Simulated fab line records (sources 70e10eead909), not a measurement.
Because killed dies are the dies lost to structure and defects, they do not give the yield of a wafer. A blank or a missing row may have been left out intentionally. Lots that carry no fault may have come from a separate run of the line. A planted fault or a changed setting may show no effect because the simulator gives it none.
Struck lot and sound lot, side by side -- flow nandHarc -- 14 steps out of a route of 1302
Sound: the wafers L702.3, L702.4, L702.6. Wafers struck: L706.2, L706.4, L706.6. The cause is given at the end.
For every step that has rows: the tool of each side, followed by ch and its chambers, followed by its first start. Under that, the readings that differ: sound wafers -- struck wafers -- difference of the means -- sigmas: that difference in standard deviations of wafers without a fault.
alike: words and numbers the same on both sides, and readings whose means are apart by under 2 such deviations; not compared: readings that were withheld, readings missing a value for some wafer, numbers with overlapping values and no deviation given by the record, and bounds like >300 which may hide the same value.
The two part at a step that has a row with sigmas, a row that says differs or no value, or rows on one side only. Non-overlapping numbers with no deviation appear without sigmas and do not part them. A reading missing from all wafers of one side parts the sides only when that side holds two or more wafers.

NHARC_A_ZERO_WELL_INSPECT_17:
  struck on defectInspect-01, day 9 11:15; sound on defectInspect-02, day 7 10:17
  alike: rawDefectCount
then, 3 steps without rows for these wafers: NHARC_A_SOURCE_PLATE_PRECLEAN_00 (cleans in HF-LAST, time 60 s); NHARC_A_SOURCE_PLATE_SRD_01; NHARC_A_SOURCE_PLATE_OXIDE_02 (material SiO2, target thk 10 nm, ox time 1362 s).
NHARC_A_SOURCE_PLATE_THK_MEAS_09: measures by ellipsometry.
  struck on filmMetro-02, day 9 18:04; sound on filmMetro-02, day 7 19:38
  alike: thkNm
then, 3 steps without rows for these wafers: NHARC_A_SOURCE_PLATE_PVD_04 (deposits WSi2, target thk 50 nm); NHARC_A_SOURCE_PLATE_CVD_03 (deposits poly-Si, target thk 200 nm, time 4000 s); NHARC_A_SOURCE_PLATE_ANNEAL_05 (time 1800 s).
NHARC_A_SOURCE_PLATE_THK_MEAS_06: measures by ellipsometry.
  struck on filmMetro-01, day 10 07:07; sound on filmMetro-02, day 8 08:44
  alike: thkNm
NHARC_A_SOURCE_PLATE_INSPECT_08:
  struck on defectInspect-02, day 10 07:13; sound on defectInspect-01, day 8 08:50
  alike: rawDefectCount
NHARC_A_ONON_D1_DEP_00: target thk 1000 nm.
  sound on pecvdOnon-02 ch 0, day 8 09:01; struck on pecvdOnon-02 ch 0, day 10 07:21
reading,sound,struck,difference,sigmas
n2oFlowSccm (sccm),2007 2016 2014,2001 1995 1995,-15,-2
NHARC_A_ONON_D1_THK_MEAS_02: measures by ellipsometry.
  struck on filmMetro-02, day 10 07:48; sound on filmMetro-01, day 8 09:25
reading,sound,struck,difference,sigmas
thkNm (nm),989 990 990,651 654 652,-337,-41
then, no rows for these wafers at 1 step: NHARC_A_ONON_D1_DEP_03 (target thk 1000 nm).
-- the record jumps here: 17 days lie between the struck wafers' starts before and after (it left off in module A_ONON_D1 and takes up again in module END, whose first step shown is number 1302 of the route) --
NHARC_END_SORT_01:
  sound on prober-02 ch 0, day 25 01:37; struck on prober-01 ch 0, day 27 17:56
reading,sound,struck,difference,sigmas
killedAtArray,79 70 64,669 670 670,+599,+30
killedDies,82 73 65,677 677 677,+604,+32
  alike: killedAtOther, killedAtPeriphery, killedOpen, killedShort

WHERE THEY PART
Last at NHARC_END_SORT_01 as far as this record goes, first at NHARC_A_ONON_D1_DEP_00.

WHY: whatever the simulator had introduced
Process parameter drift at NHARC_A_ONON_D1_DEP_00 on pecvdOnon-02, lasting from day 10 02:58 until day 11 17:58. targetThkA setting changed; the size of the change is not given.
